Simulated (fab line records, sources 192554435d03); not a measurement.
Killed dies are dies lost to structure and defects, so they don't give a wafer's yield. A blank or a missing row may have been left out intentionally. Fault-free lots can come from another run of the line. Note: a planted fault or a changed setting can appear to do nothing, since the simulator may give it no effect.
fab line records + flow n5-finfet
[record]
- lots = 5
- wafers = 14
- last-day = 16
route steps=1938 shown FIN_SAQP@143 FIN_CUT@154 BEOL_M4@1111 PASSIVATION@1936
lots that met no fault: from a run of the same line without faults
start-h: the number of hours between the record's first day and the start of the first shown wafer of the lot + wait-h: hours from the lot's prior step to this one + " identical to the entry in the row above + L1.1+2: one row covering several wafers at once + - no value, or no start was given + * or withheld: withheld + < > ~ a bound
route shown NAME@n: names a module that has steps shown in the file, with the first one's number in the route + usual: average and standard deviation across the fault-free wafers + same: alike in all rows + chamber/n: place in a boat + sites: each site's reading + _std_site: standard deviation of those values + _edge_site: the outer-site mean with the inner-site mean subtracted + radius-mm: how far each site lies from the wafer's centre + mask NAME#n: copy n + behind: the most recent tool/chamber to have shaped the wafer + hold: reason for holding the lot/hours on hold/outcome of the hold + device: which transistor (n, p or np) failed to switch + end of line: the tests these same wafers got at the end of their route + where a step has no rows: the recipe by itself + killed: count of dies lost to structure and defects at first sort (not the wafer's yield) + map: the dies of a wafer, with x for killed, . for not killed, _ for no die there
set.NAME: the setting the step ran with; set.NAME@STEP: the setting that earlier step ran with + model.NAME: the simulator's own value behind a step, which no gauge read
lots seen at some steps along the route; tables by step, rows by wafer
services: a tool's chamber out of use, with start hour (start-h, from the record's first day; less than 0 if before it), hours out, and reason
[[steps]]
[step N5_FIN_SAQP_ETCH_34]
[recipe]
- chemistry = C4F6/O2
- target = SiO2
- target-depth-a = 450
- time-s = 15
- ion-energy-ev = 250
- pressure-mtorr = 30
- source-w = 345
- bias-w = 185
- Ar_flow_sccm = 300
- C4F6_flow_sccm = 10
- O2_flow_sccm = 10
- ends = cleared
[usual]
- drypump-motor-current-A = 5.6/0.47
- etch-rf-on-time-s = 15.1/0.32
- oes_f_703_au = 0.76/0.12
- oes-product-au = 0.66/0.093
- rf-vpp-V = 668/15
- showerhead-plenum-p-Torr = 2.86/0.066
- throttle-valve-pct = 21.15/0.22
| lot.wafer | tool        | chamber | start-h | wait-h | drypump-motor-current-A | etch-rf-on-time-s | oes_f_703_au | oes-product-au | rf-hours-counter-h | rf-vpp-V | showerhead-plenum-p-Torr | throttle-valve-pct |
|-----------|-------------|---------|---------|--------|-------------------------|-------------------|--------------|----------------|--------------------|----------|--------------------------|--------------------|
| L831.5    | rie-diel-06 | 0       | 80.71   | 0.0    | 5.3                     | 14.8              | 1.01         | 0.83           | -                  | 646      | 2.94                     | 20.84              |
| L831.6    | "           | 1       | "       | "      | 5.9                     | 15.6              | 0.67         | 0.59           | -                  | 660      | 2.83                     | 21.40              |
| L838.1    | rie-diel-06 | 0       | 124.14  | 0.0    | 5.2                     | 14.8              | 0.97         | 0.80           | 13                 | 645      | 2.94                     | 20.87              |
| L838.4    | "           | 3       | "       | "      | 4.8                     | 15.3              | 0.70         | 0.60           | 186                | 659      | 2.99                     | 21.50              |
| L838.6    | "           | 2       | "       | "      | 4.7                     | 14.8              | 0.70         | 0.59           | -                  | 648      | 2.79                     | 21.26              |
| L840.1    | rie-diel-03 | 2       | 135.09  | 0.0    | 5.8                     | 14.9              | 0.94         | 0.80           | 21                 | 682      | 2.91                     | 20.84              |
| L840.3    | "           | 0       | "       | "      | 6.3                     | 15.4              | 0.62         | 0.57           | 243                | 683      | 2.84                     | 21.54              |
| L840.6    | "           | 3       | "       | "      | 5.5                     | 14.9              | 0.68         | 0.61           | -                  | 680      | 2.89                     | 21.17              |
| L841.1    | rie-diel-05 | 3       | 139.84  | 0.0    | 6.1                     | 15.7              | 0.68         | 0.60           | 184                | 663      | 2.83                     | 21.20              |
| L841.4    | "           | 1       | "       | "      | 5.0                     | 14.9              | 0.86         | 0.77           | 19                 | 687      | 2.89                     | 20.83              |
| L841.6    | "           | 0       | "       | "      | 5.9                     | 14.7              | 0.88         | 0.76           | -                  | 658      | 2.80                     | 21.17              |
| L843.1    | rie-diel-06 | 3       | 154.04  | 0.0    | 4.8                     | 15.3              | 0.69         | 0.59           | 198                | 658      | 2.98                     | 21.51              |
| L843.3    | "           | 1       | "       | "      | 5.9                     | 15.7              | 0.66         | 0.58           | 220                | 658      | 2.82                     | 21.46              |
| L843.6    | "           | 3       | "       | "      | 4.8                     | 15.1              | 0.69         | 0.60           | -                  | 657      | 2.98                     | 21.51              |
[step N5_FIN_SAQP_STRIP_77]
[recipe]
- chemistry = N2/H2
- time-s = 90
- power-w = 100
- temp-c = 40
- pressure-mtorr = 100
- rf-frequency-hz = 6e+07
- bias-power-w = 3
- n2-flow-sccm = 300
- h2-flow-sccm = 300
[usual]
- drypump-motor-current-A = 5.6/0.47
- oes-product-au = 0.77/0.1
- rf-vpp-V = 45.4/0.93
- showerhead-plenum-p-Torr = 3.40/0.092
- throttle-valve-pct = 12.36/0.28
| lot.wafer | tool        | chamber | start-h | wait-h | drypump-motor-current-A | oes-product-au | rf-hours-counter-h | rf-vpp-V | showerhead-plenum-p-Torr | throttle-valve-pct |
|-----------|-------------|---------|---------|--------|-------------------------|----------------|--------------------|----------|--------------------------|--------------------|
| L831.5    | rie-diel-06 | 0       | 80.77   | 0.0    | 5.2                     | 0.96           | -                  | 45.0     | 3.47                     | 11.81              |
| L831.6    | "           | 1       | "       | "      | 5.9                     | 0.70           | -                  | 44.7     | 3.31                     | 12.40              |
| L838.1    | rie-diel-06 | 0       | 124.16  | 0.0    | 5.2                     | 0.92           | 13                 | 46.9     | 3.46                     | 11.84              |
| L838.4    | "           | 3       | "       | "      | 4.8                     | 0.71           | 186                | 45.5     | 3.49                     | 12.39              |
| L838.6    | "           | 2       | "       | "      | 4.7                     | 0.69           | -                  | 44.4     | 3.31                     | 12.50              |
| L840.1    | rie-diel-03 | 2       | 135.11  | 0.0    | 5.8                     | 0.91           | 21                 | 45.4     | 3.47                     | 12.08              |
| L840.3    | "           | 0       | "       | "      | 6.3                     | 0.69           | 243                | 43.4     | 3.34                     | 12.69              |
| L840.6    | "           | 3       | "       | "      | 5.5                     | 0.72           | -                  | 46.8     | 3.50                     | 12.69              |
| L841.1    | rie-diel-05 | 3       | 139.87  | 0.0    | 6.1                     | 0.71           | 184                | 46.0     | 3.37                     | 12.52              |
| L841.4    | "           | 1       | "       | "      | 5.0                     | 0.89           | 19                 | 44.6     | 3.44                     | 11.88              |
| L841.6    | "           | 0       | "       | "      | 5.9                     | 0.90           | -                  | 46.6     | 3.28                     | 11.99              |
| L843.1    | rie-diel-06 | 3       | 154.06  | 0.0    | 4.8                     | 0.71           | 198                | 44.6     | 3.49                     | 12.42              |
| L843.3    | "           | 1       | "       | "      | 5.9                     | 0.68           | 220                | 45.8     | 3.30                     | 12.47              |
| L843.6    | "           | 3       | "       | "      | 4.9                     | 0.70           | -                  | 47.5     | 3.48                     | 12.41              |
[step N5_FIN_SAQP_HM_CD_35]
[recipe]
- target-cd-nm = 8
- polarity = line
[usual]
- cd-nm = 8.09/0.26
| lot.wafer | tool      | chamber | start-h | wait-h | cd-nm |
|-----------|-----------|---------|---------|--------|-------|
| L831.5    | cd-sem-02 | -       | 80.86   | 0.0    | 8.14  |
| L831.6    | "         | -       | "       | "      | 8.22  |
| L838.1    | cd-sem-03 | -       | 124.28  | 0.1    | 7.97  |
| L838.4    | "         | -       | "       | "      | 8.10  |
| L838.6    | "         | -       | "       | "      | 8.08  |
| L840.1    | cd-sem-03 | -       | 135.24  | 0.1    | 8.03  |
| L840.3    | "         | -       | "       | "      | 7.88  |
| L840.6    | "         | -       | "       | "      | 7.63  |
| L841.1    | cd-sem-02 | -       | 139.99  | 0.1    | 8.08  |
| L841.4    | "         | -       | "       | "      | 8.61  |
| L841.6    | "         | -       | "       | "      | 8.06  |
| L843.1    | cd-sem-03 | -       | 154.19  | 0.1    | 8.09  |
| L843.3    | "         | -       | "       | "      | 8.22  |
| L843.6    | "         | -       | "       | "      | 8.31  |
[step N5_FIN_SAQP_ETCH_64]
[recipe]
- chemistry = CF4
- target = SiO2
- target-depth-a = 15
- ion-energy-ev = 350
- pressure-mtorr = 10
- icp-w = 800
- bias-w = 400
- cf4-flow-sccm = 80
[usual]
- drypump-motor-current-A = 5.7/0.51
- oes-product-au = 0.992/0.017
- throttle-valve-pct = 21.74/0.21
| lot.wafer | tool      | chamber | start-h | wait-h | drypump-motor-current-A | oes-product-au | rf-hours-counter-h | throttle-valve-pct |
|-----------|-----------|---------|---------|--------|-------------------------|----------------|--------------------|--------------------|
| L831.5    | rie-si-03 | 0       | 80.90   | 0.0    | 5.0                     | 0.984          | -                  | 21.88              |
| L831.6    | "         | 3       | "       | "      | 6.0                     | 1.012          | -                  | 21.42              |
| L838.1    | rie-si-03 | 2       | 124.33  | 0.0    | 5.5                     | 0.981          | 146                | 21.76              |
| L838.4    | "         | 3       | "       | "      | 5.9                     | 0.996          | 57                 | 21.39              |
| L838.6    | "         | 1       | "       | "      | 6.6                     | 0.968          | -                  | 21.80              |
| L840.1    | rie-si-03 | 1       | 135.28  | 0.0    | 6.6                     | 0.967          | 69                 | 21.80              |
| L840.3    | "         | 2       | "       | "      | 5.5                     | 0.992          | 146                | 21.75              |
| L840.6    | "         | 2       | "       | "      | 5.5                     | 0.992          | -                  | 21.77              |
| L841.1    | rie-si-05 | 3       | 140.04  | 0.0    | 4.9                     | 0.971          | 10                 | 21.80              |
| L841.4    | "         | 2       | "       | "      | 5.6                     | 0.978          | 168                | 21.98              |
| L841.6    | "         | 2       | "       | "      | 5.6                     | 0.979          | -                  | 21.98              |
| L843.1    | rie-si-01 | 3       | 154.24  | 0.0    | 5.4                     | 0.990          | 105                | 22.24              |
| L843.3    | "         | 1       | "       | "      | 5.4                     | 1.008          | 106                | 21.46              |
| L843.6    | "         | 3       | "       | "      | 5.4                     | 0.997          | -                  | 22.22              |
[step N5_FIN_SAQP_FIN_ETCH_36]
[recipe]
- chemistry = HBr/Cl2/O2
- target-depth-a = 1200
- mask-material = SiNx
- time-s = 50.4
- bias-w = 102
- pressure-mtorr = 10
- icp-w = 800
- HBr_flow_sccm = 150
- Cl2_flow_sccm = 80
- O2_flow_sccm = 12
[usual]
- drypump-motor-current-A = 5.7/0.52
- oes-product-au = 0.997/0.016
- throttle-valve-pct = 36.0/0.34
| lot.wafer | tool      | chamber | start-h | wait-h | drypump-motor-current-A | oes-product-au | rf-hours-counter-h | throttle-valve-pct |
|-----------|-----------|---------|---------|--------|-------------------------|----------------|--------------------|--------------------|
| L831.5    | rie-si-03 | 0       | 80.96   | 0.0    | 5.0                     | 0.998          | -                  | 36.3               |
| L831.6    | "         | 3       | "       | "      | 6.0                     | 1.015          | -                  | 35.7               |
| L838.1    | rie-si-03 | 2       | 124.35  | 0.0    | 5.5                     | 0.993          | 146                | 35.9               |
| L838.4    | "         | 3       | "       | "      | 6.0                     | 1.024          | 57                 | 35.7               |
| L838.6    | "         | 1       | "       | "      | 6.6                     | 0.979          | -                  | 36.2               |
| L840.1    | rie-si-03 | 1       | 135.30  | 0.0    | 6.6                     | 0.974          | 69                 | 36.2               |
| L840.3    | "         | 2       | "       | "      | 5.5                     | 0.992          | 146                | 35.9               |
| L840.6    | "         | 2       | "       | "      | 5.5                     | 1.002          | -                  | 35.9               |
| L841.1    | rie-si-05 | 3       | 140.06  | 0.0    | 5.0                     | 0.971          | 10                 | 36.4               |
| L841.4    | "         | 2       | "       | "      | 5.6                     | 0.982          | 168                | 36.1               |
| L841.6    | "         | 2       | "       | "      | 5.6                     | 0.978          | -                  | 36.1               |
| L843.1    | rie-si-01 | 3       | 154.26  | 0.0    | 5.4                     | 1.004          | 105                | 36.5               |
| L843.3    | "         | 1       | "       | "      | 5.4                     | 1.017          | 106                | 35.1               |
| L843.6    | "         | 3       | "       | "      | 5.4                     | 1.003          | -                  | 36.5               |
[step N5_FIN_SAQP_CD_MEAS_37]
[recipe]
- target-cd-nm = 8
- polarity = line
[usual]
- cd-nm = 8.08/0.27
| lot.wafer | tool      | chamber | start-h | wait-h | cd-nm |
|-----------|-----------|---------|---------|--------|-------|
| L831.5    | cd-sem-02 | -       | 81.05   | 0.0    | 8.08  |
| L831.6    | "         | -       | "       | "      | 8.27  |
| L838.1    | cd-sem-02 | -       | 124.47  | 0.1    | 7.86  |
| L838.4    | "         | -       | "       | "      | 8.60  |
| L838.6    | "         | -       | "       | "      | 8.39  |
| L840.1    | cd-sem-03 | -       | 135.42  | 0.1    | 8.06  |
| L840.3    | "         | -       | "       | "      | 7.59  |
| L840.6    | "         | -       | "       | "      | 7.55  |
| L841.1    | cd-sem-03 | -       | 140.18  | 0.1    | 7.70  |
| L841.4    | "         | -       | "       | "      | 8.49  |
| L841.6    | "         | -       | "       | "      | 8.10  |
| L843.1    | cd-sem-03 | -       | 154.38  | 0.1    | 7.50  |
| L843.3    | "         | -       | "       | "      | 8.56  |
| L843.6    | "         | -       | "       | "      | 8.09  |
[step N5_FIN_SAQP_PRECLEAN_38]
[recipe]
- chemistry = O3/DIW
- time-s = 45
- temp-c = 22
- o3-ppm = 10
[step N5_FIN_SAQP_PRECLEAN_45]
[recipe]
- chemistry = dHF
- time-s = 10
- dilution = 500:1
- temp-c = 25
[step N5_FIN_SAQP_SRD_39]
[recipe]
- dry = ipa-marangoni
- time-s = 30
- temp-c = 23
- rinse-liquid = diw
[step N5_FIN_SAQP_OCD_MEAS_76]
[usual]
- trench-depth-nm = 119.7/2.8
| lot.wafer | tool   | chamber | start-h | wait-h | trench-depth-nm |
|-----------|--------|---------|---------|--------|-----------------|
| L831.5    | ocd-02 | -       | 81.14   | 0.0    | 122.5           |
| L831.6    | "      | -       | "       | "      | 119.3           |
| L838.1    | ocd-02 | -       | 124.57  | 0.0    | 119.6           |
| L838.4    | "      | -       | "       | "      | 121.3           |
| L838.6    | "      | -       | "       | "      | 119.8           |
| L840.1    | ocd-02 | -       | 135.52  | 0.0    | 117.7           |
| L840.3    | "      | -       | "       | "      | 117.5           |
| L840.6    | "      | -       | "       | "      | 118.4           |
| L841.1    | ocd-02 | -       | 140.28  | 0.0    | 119.0           |
| L841.4    | "      | -       | "       | "      | 116.1           |
| L841.6    | "      | -       | "       | "      | 115.4           |
| L843.1    | ocd-02 | -       | 154.48  | 0.0    | 121.5           |
| L843.3    | "      | -       | "       | "      | 122.5           |
| L843.6    | "      | -       | "       | "      | 121.6           |
[step N5_FIN_SAQP_INSPECT_40]
[recipe]
- inspect-instrument = brightfield
- mode = aei
[usual]
- raw-defect-count = 229/59
| lot.wafer | tool              | chamber | start-h | wait-h | raw-defect-count |
|-----------|-------------------|---------|---------|--------|------------------|
| L831.5    | defect-inspect-02 | -       | 81.17   | 0.0    | 233              |
| L831.6    | "                 | -       | "       | "      | 243              |
| L838.1    | defect-inspect-01 | -       | 124.61  | 0.0    | 204              |
| L838.4    | "                 | -       | "       | "      | 277              |
| L838.6    | "                 | -       | "       | "      | 245              |
| L840.1    | defect-inspect-02 | -       | 135.55  | 0.0    | 158              |
| L840.3    | "                 | -       | "       | "      | 180              |
| L840.6    | "                 | -       | "       | "      | 188              |
| L841.1    | defect-inspect-01 | -       | 140.31  | 0.0    | 226              |
| L841.4    | "                 | -       | "       | "      | 182              |
| L841.6    | "                 | -       | "       | "      | 216              |
| L843.1    | defect-inspect-02 | -       | 154.51  | 0.0    | 236              |
| L843.3    | "                 | -       | "       | "      | 181              |
| L843.6    | "                 | -       | "       | "      | 192              |
[step N5_FIN_CUT_COAT_18]
[recipe]
- resist = SOC
- temp-c = 250
- time-s = 60
- spin-rpm = 1500
- resist-thk-nm = 230
[step N5_FIN_CUT_COAT_19]
[recipe]
- resist = SiARC
- temp-c = 220
- time-s = 60
- spin-rpm = 1500
- resist-thk-nm = 20
[usual]
- chill-plate-temp-C = 22.99/0.1
- dispense-pressure-kPa = 48.7/0.83
- heater-power-total-W = 427.6/2
- run-length-s = 66.38/0.13
| lot.wafer | tool           | chamber | start-h | wait-h | chill-plate-temp-C | dispense-pressure-kPa | heater-power-total-W | run-length-s |
|-----------|----------------|---------|---------|--------|--------------------|-----------------------|----------------------|--------------|
| L831.5    | litho-track-05 | 0       | 81.20   | -      | 23.13              | 49.6                  | 443.3                | 63.39        |
| L831.6    | "              | 0       | "       | "      | 22.91              | 49.6                  | 425.5                | 66.34        |
| L838.1    | litho-track-03 | 0       | 124.64  | -      | 22.93              | 47.8                  | 429.9                | 66.26        |
| L838.4    | "              | 0       | "       | "      | 22.91              | 47.8                  | 424.2                | 66.25        |
| L838.6    | "              | 0       | "       | "      | 23.20              | 47.8                  | 427.1                | 66.30        |
| L840.1    | litho-track-03 | 0       | 135.59  | -      | 23.14              | 47.8                  | 426.7                | 66.24        |
| L840.3    | "              | 0       | "       | "      | 22.88              | 47.8                  | 429.5                | 66.42        |
| L840.6    | "              | 0       | "       | "      | 23.07              | 47.8                  | 430.5                | 66.43        |
| L841.1    | litho-track-05 | 0       | 140.34  | -      | 22.89              | 49.5                  | 425.6                | 66.27        |
| L841.4    | "              | 0       | "       | "      | 23.04              | 49.5                  | 429.3                | 66.30        |
| L841.6    | "              | 0       | "       | "      | 22.86              | 49.5                  | 427.5                | 66.43        |
| L843.1    | litho-track-03 | 0       | 154.54  | -      | 22.89              | 47.8                  | 428.4                | 66.25        |
| L843.3    | "              | 0       | "       | "      | 22.83              | 47.8                  | 424.2                | 66.27        |
| L843.6    | "              | 0       | "       | "      | 23.03              | 47.8                  | 430.7                | 66.22        |
[step N5_FIN_CUT_COAT_29]
[recipe]
- resist = underlayer
- temp-c = 205
- time-s = 60
- spin-rpm = 1500
- resist-thk-nm = 10
[step N5_BEOL_M4_RC_MEAS_101]
[usual]
- DIBL_N = 36.9/2.1
- DIBL_P = 37.1/2.5
- IOFF_N = 0.17/0.039
- IOFF_P = 0.23/0.043
- ION_N = 673/15
- ION_P = 462/9.1
- SS_N = 71.8/0.69
- SS_P = 73.6/0.74
- VT_N = 250/3.6
- VT_P = -249.7/2.9
| lot.wafer | tool      | chamber | start-h | wait-h | DIBL_N[mV/V] | DIBL_P[mV/V] | IOFF_N[nA/um] | IOFF_P[nA/um] | ION_N[uA/um] | ION_P[uA/um] | SS_N[mV/dec] | SS_P[mV/dec] | VT_N[mV] | VT_P[mV] |
|-----------|-----------|---------|---------|--------|--------------|--------------|---------------|---------------|--------------|--------------|--------------|--------------|----------|----------|
| L831.5    | prober-01 | 0       | 225.34  | 0.6    | 39.5         | 38.2         | 0.20          | 0.27          | 696          | 471          | 72.6         | 74.0         | 248      | -247.0   |
| L831.6    | "         | 0       | "       | "      | 38.9         | 37.7         | 0.18          | 0.25          | 657          | 451          | 72.2         | 74.4         | 250      | -247.9   |
| L838.1    | prober-01 | 0       | 272.38  | 0.0    | 35.6         | 33.3         | 0.11          | 0.16          | 637          | 440          | 71.7         | 72.4         | 257      | -256.5   |
| L838.4    | "         | 0       | "       | "      | 40.6         | 42.5         | 0.23          | 0.30          | 701          | 477          | 72.6         | 74.8         | 246      | -244.5   |
| L838.6    | "         | 0       | "       | "      | 37.4         | 37.2         | 0.16          | 0.21          | 679          | 461          | 71.4         | 73.2         | 250      | -250.5   |
| L840.1    | prober-01 | 0       | 279.40  | 0.0    | 34.8         | 34.5         | 0.13          | 0.16          | 670          | 456          | 71.0         | 72.6         | 255      | -254.5   |
| L840.3    | "         | 0       | "       | "      | 34.7         | 35.2         | 0.12          | 0.17          | 648          | 450          | 71.9         | 73.1         | 256      | -254.4   |
| L840.6    | "         | 0       | "       | "      | 35.3         | 34.9         | 0.13          | 0.16          | 640          | 442          | 71.6         | 72.8         | 256      | -255.4   |
| L841.1    | prober-01 | 0       | 283.97  | 0.0    | 37.0         | 35.9         | 0.18          | 0.20          | 680          | 461          | 72.4         | 73.5         | 249      | -250.5   |
| L841.4    | "         | 0       | "       | "      | 37.0         | 38.2         | 0.19          | 0.25          | 680          | 463          | 71.8         | 74.2         | 246      | -246.9   |
| L841.6    | "         | 0       | "       | "      | 39.0         | 40.5         | 0.22          | 0.28          | 679          | 463          | 72.7         | 74.5         | 246      | -246.6   |
| L843.1    | prober-01 | 0       | 299.41  | 0.0    | 34.9         | 35.0         | 0.15          | 0.21          | 673          | 461          | 71.7         | 73.4         | 250      | -247.6   |
| L843.3    | "         | 0       | "       | "      | 37.7         | 37.8         | 0.22          | 0.28          | 680          | 468          | 72.5         | 74.2         | 245      | -246.1   |
| L843.6    | "         | 0       | "       | "      | 35.2         | 35.1         | 0.17          | 0.23          | 676          | 471          | 71.3         | 73.2         | 247      | -246.1   |
[step N5_PASSIVATION_PROBE_49]
[usual]
- defect-limited-yield = 91.3/1.4
- killed_at_M0_to_M3 = 32/9.5
- killed_at_M4_up = 14/5.2
- killed-at-contacts = 13/5.7
- killed-at-front-end = 41/12
- killed-at-other = 3.5/2.6
- killed-dies = 103/17
- killed-open = 68/14
- killed-short = 32/7
- sort_bin_5_function = 5.0/0.91
- sort_bin_6_memory = 3.3/0.7
- sort_bin_8_speed = 0.03/0.22
- sort-n-pass = 1076/17
- sort-yield-pct = 91.2/1.4
[same]
- gross-dies = 1180
- killed-at-back-side = 0
- sort_bin_4_leakage[%] = 0
| lot.wafer | tool      | chamber | start-h | wait-h | defect-limited-yield[%] | killed_at_M0_to_M3 | killed_at_M4_up | killed-at-contacts | killed-at-front-end | killed-at-other | killed-dies | killed-open | killed-short | sort_bin_5_function[%] | sort_bin_6_memory[%] | sort_bin_8_speed[%] | sort-n-pass | sort-yield-pct[%] |
|-----------|-----------|---------|---------|--------|-------------------------|--------------------|-----------------|--------------------|---------------------|-----------------|-------------|-------------|--------------|------------------------|----------------------|---------------------|-------------|-------------------|
| L831.5    | prober-02 | -       | 331.45  | 0.2    | 91.4                    | 21                 | 16              | 10                 | 53                  | 1               | 101         | 56          | 44           | 4.7                    | 3.4                  | 0                   | 1079        | 91.4              |
| L831.6    | prober-02 | -       | 331.50  | 0.3    | 92.8                    | 18                 | 8               | 15                 | 42                  | 2               | 85          | 56          | 27           | 3.9                    | 3.0                  | 0                   | 1095        | 92.8              |
| L841.1    | prober-01 | -       | 389.90  | 0.0    | 91.0                    | 47                 | 7               | 10                 | 37                  | 5               | 106         | 71          | 32           | 5.1                    | 3.6                  | 0                   | 1074        | 91.0              |
| L841.4    | prober-01 | -       | 390.05  | 0.2    | 89.7                    | 33                 | 28              | 17                 | 36                  | 7               | 121         | 85          | 34           | 5.6                    | 4.0                  | 0                   | 1059        | 89.7              |
| L841.6    | prober-01 | -       | 390.15  | 0.3    | 90.0                    | 40                 | 18              | 9                  | 47                  | 4               | 118         | 73          | 41           | 6.1                    | 3.7                  | 0                   | 1062        | 90.0              |
| L843.1    | prober-02 | -       | 390.68  | 0.0    | 91.4                    | 32                 | 5               | 16                 | 40                  | 9               | 102         | 69          | 33           | 5.4                    | 2.9                  | 0                   | 1078        | 91.4              |
| L843.3    | prober-02 | -       | 390.78  | 0.1    | 89.5                    | 53                 | 16              | 10                 | 39                  | 6               | 124         | 85          | 35           | 5.6                    | 4.2                  | 0                   | 1056        | 89.5              |
| L843.6    | prober-02 | -       | 390.93  | 0.3    | 90.2                    | 43                 | 8               | 18                 | 43                  | 4               | 116         | 87          | 29           | 5.5                    | 3.9                  | 0                   | 1064        | 90.2              |
// killed by level:class
L831.5 FIN_SAQP:geometric-particle:open=19 FIN_SAQP:geometric-particle:short=16 MOL_CONTACT_COAG:geometric-particle:open=8 BEOL_M4:geometric-particle:open=8 BEOL_M0_SAQP:geometric-particle:short=5 BEOL_M2:geometric-particle:short=5 BEOL_M0_SAQP:geometric-particle:open=4 STARTING-WAFER:geometric-particle:short=4
L831.6 FIN_SAQP:geometric-particle:open=16 MOL_CONTACT_COAG:geometric-particle:open=14 FIN_SAQP:geometric-particle:short=8 GATE_CUT:geometric-particle:short=6 BEOL_M3:geometric-particle:short=4 BEOL_M4:geometric-particle:open=4 STI_FIN_REVEAL:geometric-particle:open=3 BEOL_M0:geometric-particle:open=3
L841.1 BEOL_M2:geometric-particle:open=16 BEOL_M0_SAQP:geometric-particle:open=12 FIN_SAQP:geometric-particle:open=9 STI_FIN_REVEAL:geometric-particle:open=8 MOL_CONTACT_COAG:geometric-particle:open=8 BEOL_M0_SAQP:geometric-particle:short=6 FIN_SAQP:geometric-particle:short=5 STARTING-WAFER:geometric-particle:short=4
L841.4 MOL_CONTACT_COAG:geometric-particle:open=15 BEOL_M2:geometric-particle:open=13 FIN_SAQP:geometric-particle:short=10 BEOL_M4:geometric-particle:open=10 BEOL_M0_SAQP:geometric-particle:short=7 BEOL_M0_SAQP:geometric-particle:open=6 BEOL_M5:geometric-particle:open=6 FIN_SAQP:geometric-particle:open=5
L841.6 MOL_CONTACT_COAG:geometric-particle:open=9 BEOL_M2:geometric-particle:open=9 FIN_SAQP:geometric-particle:open=8 STI_FIN_REVEAL:geometric-particle:open=8 FIN_SAQP:geometric-particle:short=7 BEOL_M3:geometric-particle:open=7 BEOL_M4:geometric-particle:open=7 BEOL_M0_SAQP:geometric-particle:short=6
L843.1 MOL_CONTACT_COAG:geometric-particle:open=13 FIN_SAQP:geometric-particle:open=12 BEOL_M2:geometric-particle:open=11 BEOL_M3:geometric-particle:open=8 DUMMY_GATE:geometric-particle:open=7 BEOL_M0_SAQP:geometric-particle:short=6 FIN_SAQP:geometric-particle:short=5 ILD0:geometric-particle:short=3
L843.3 BEOL_M3:geometric-particle:open=15 BEOL_M0_SAQP:geometric-particle:short=12 MOL_CONTACT_COAG:geometric-particle:open=10 BEOL_M0_SAQP:geometric-particle:open=10 FIN_SAQP:geometric-particle:open=9 BEOL_M4:geometric-particle:open=8 DUMMY_GATE:geometric-particle:open=7 BEOL_M2:geometric-particle:open=7
L843.6 BEOL_M3:geometric-particle:open=17 MOL_CONTACT_COAG:geometric-particle:open=16 DUMMY_GATE:geometric-particle:open=9 FIN_SAQP:geometric-particle:open=8 GATE_CUT:geometric-particle:short=7 BEOL_M2:geometric-particle:open=7 BEOL_M4:geometric-particle:open=6 STI_FIN_REVEAL:geometric-particle:open=5
[[services]]
| tool        | chamber | start-h | hours | kind                          |
|-------------|---------|---------|-------|-------------------------------|
| rie-diel-03 | 2       | 58.66   | -     | clean                         |
| rie-diel-03 | 2       | 58.66   | -     | consumable-replace:focus-ring |
| rie-diel-03 | 2       | 58.66   | 30.3  | scheduled-down                |
| rie-diel-03 | 2       | 58.66   | 30.3  | vent-cycle                    |
| rie-diel-05 | 1       | 69.95   | -     | clean                         |
| rie-diel-05 | 1       | 69.95   | -     | consumable-replace:focus-ring |
| rie-diel-03 | 0       | 77.63   | 53.1  | repair                        |
| rie-si-05   | 3       | 96.32   | 5.7   | repair                        |
| rie-diel-03 | 2       | 97.15   | 3.3   | repair                        |
| rie-diel-06 | 0       | 100.78  | 9.1   | repair                        |
| rie-diel-06 | -       | 119.48  | 4.4   | repair                        |
| rie-diel-06 | 0       | 124.63  | 1.7   | repair                        |
| rie-diel-03 | 1       | 130.75  | -     | clean                         |
| rie-diel-03 | 1       | 130.75  | -     | consumable-replace:focus-ring |
| rie-diel-03 | 1       | 130.75  | 17.5  | scheduled-down                |
| rie-diel-03 | 1       | 130.75  | 17.5  | vent-cycle                    |
| rie-diel-03 | 0       | 149.30  | -     | clean                         |
| rie-diel-03 | 0       | 149.30  | -     | consumable-replace:focus-ring |
| rie-diel-03 | 0       | 149.30  | 25.7  | scheduled-down                |
| rie-diel-03 | 0       | 149.30  | 25.7  | vent-cycle                    |
[[key]]
[first-sign]
- step = N5_FIN_CUT_COAT_19
- reading = run-length-s
- direction = down
- sigmas = 23
- usual = *
- struck = *
[effect]
- step = N5_FIN_CUT_COAT_19
- reading = heater-power-total-W
- direction = up
- sigmas = 7.8
- usual = *
- struck = *
met-at N5_FIN_CUT_COAT_19
struck-wafers L831.5
[fault]
- kind = process-parameter-drift
- tool = litho-track-05
- chamber = -
- onset-h = 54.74
- steps = N5_FIN_CUT_COAT_19
- channel = time-s
- offset = *
- shape = step
- end-h = 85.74
- scope = struck-wafers-only
- acts-in = *
- stated = *
